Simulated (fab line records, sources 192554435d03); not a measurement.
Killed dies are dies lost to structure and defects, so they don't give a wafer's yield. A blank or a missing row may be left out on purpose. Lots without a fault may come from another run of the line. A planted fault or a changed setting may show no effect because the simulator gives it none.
Chamber matching | flow n5_finfet | N5_SD_EPI_N_LINER_46 on ald_sin-04: 4 sister chambers
The step material SiNx, target thk 3 nm. 22 wafers are shown with their chamber, then 11 later ones without.

WAFERS WITH THEIR CHAMBER
wafer  | chamber | heater_power_w (W)
L074.2 | 3       | 834
L074.4 | 1       | 754
L074.6 | 2       | 864
L076.3 | 2       | 867
L076.5 | 3       | 861
L076.6 | 2       | 866
L079.1 | 2       | 879
L079.3 | 3       | 849
L079.4 | 0       | 912
L084.1 | 2       | 898
L084.2 | 1       | 771
L084.3 | 0       | 911
L084.4 | 3       | 846
L084.5 | 1       | 779
L084.6 | 0       | 935
L086.1 | 3       | 829
L086.3 | 2       | 879
L086.5 | 3       | 854
L087.1 | 3       | 843
L087.3 | 1       | 776
L087.6 | 1       | 766
L088.1 | 0       | 935

SIGNATURES (means of the wafers above)
reading        | chamber 0 | chamber 1 | chamber 2 | chamber 3 | scatter within a chamber
heater_power_w | 923.25    | 769.20    | 875.50    | 845.14    | 11.8
Rule: a wafer's distance from a chamber is the root of the sum, over the readings, of the square of ((its reading less the chamber's mean) divided by the reading's scatter). The wafer belongs to the nearest chamber; if the next one is less than 2 further off, it can't be placed. The scatter: the root of (the sum of the squares of (reading less its chamber's mean) over the shown wafers, divided by (wafers less chambers)).

WAFERS WITHOUT THEIR CHAMBER
wafer  | heater_power_w (W)
L088.2 | 768
L088.3 | 859
L088.4 | 894
L088.5 | 867
L088.6 | 876
L093.2 | 836
L093.3 | 773
L093.5 | 938
L095.1 | 852
L095.4 | 942
L095.5 | 928

WHICH CHAMBER EACH WENT THROUGH
wafer  | from the rows above     | in truth
L088.2 | 1                       | 1
L088.3 | can't be placed: 3 or 2 | 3
L088.4 | can't be placed: 2 or 0 | 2
L088.5 | can't be placed: 2 or 3 | 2
L088.6 | 2                       | 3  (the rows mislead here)
L093.2 | 3                       | 3
L093.3 | 1                       | 1
L093.5 | 0                       | 0
L095.1 | can't be placed: 3 or 2 | 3
L095.4 | 0                       | 0
L095.5 | 0                       | 0
Placed correctly: 6 of 11. Can't be placed from these rows: 4 (the true chamber is among the candidates in 4). Placed wrongly: 1.
